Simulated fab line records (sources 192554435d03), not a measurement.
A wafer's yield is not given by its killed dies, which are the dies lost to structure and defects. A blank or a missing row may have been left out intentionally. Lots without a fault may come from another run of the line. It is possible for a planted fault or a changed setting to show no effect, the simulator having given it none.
Matching of chambers / flow n5-finfet / 3 sister chambers for N5_BEOL_M1_CO_CAP_55 on cvd-co-01
The step material Co, precursor CCTBA/H2, target thk 2 nm, time 102.1 s. 3 wafers are shown with their chamber, then 12 later ones without.

## EACH WAFER AND ITS CHAMBER
wafer=L089.6; chamber=1; heater-power-w (W)=228
wafer=L092.4; chamber=2; heater-power-w (W)=218
wafer=L092.6; chamber=0; heater-power-w (W)=206

## WAFERS MISSING THEIR CHAMBER
wafer=L087.1; heater-power-w (W)=212
wafer=L087.2; heater-power-w (W)=199
wafer=L087.3; heater-power-w (W)=230
wafer=L093.2; heater-power-w (W)=202
wafer=L093.3; heater-power-w (W)=234
wafer=L093.6; heater-power-w (W)=231
wafer=L086.3; heater-power-w (W)=224
wafer=L086.4; heater-power-w (W)=205
wafer=L086.5; heater-power-w (W)=211
wafer=L097.1; heater-power-w (W)=208
wafer=L097.3; heater-power-w (W)=197
wafer=L097.6; heater-power-w (W)=215

## CHAMBER TAKEN BY EACH
wafer=L087.1; from the rows above=can't be placed: 0 or 2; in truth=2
wafer=L087.2; from the rows above=0; in truth=0
wafer=L087.3; from the rows above=1; in truth=1
wafer=L093.2; from the rows above=0; in truth=0
wafer=L093.3; from the rows above=1; in truth=1
wafer=L093.6; from the rows above=1; in truth=1
wafer=L086.3; from the rows above=can't be placed: 1 or 2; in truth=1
wafer=L086.4; from the rows above=0; in truth=0
wafer=L086.5; from the rows above=can't be placed: 0 or 2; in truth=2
wafer=L097.1; from the rows above=can't be placed: 0 or 2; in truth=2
wafer=L097.3; from the rows above=0; in truth=0
wafer=L097.6; from the rows above=can't be placed: 2 or 0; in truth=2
7 of 12 placed correctly. Cannot be placed on the basis of these rows: 5; the candidates contain the true chamber in 5. Placed wrongly: 0.
How it was worked out, from the rows above alone: a wafer's distance from a chamber is the root of the sum, over the readings, of the square of ((its reading less the chamber's mean) divided by the reading's scatter). If the next closest chamber is less than 2 further off than the closest, the wafer can't be placed; otherwise it belongs to the closest. For every chamber, the mean is computed from those of its wafers that are shown. The scatter (one wafer shown for each chamber): square how far every hidden wafer sits from the nearest shown wafer, average those squares and take the square root.
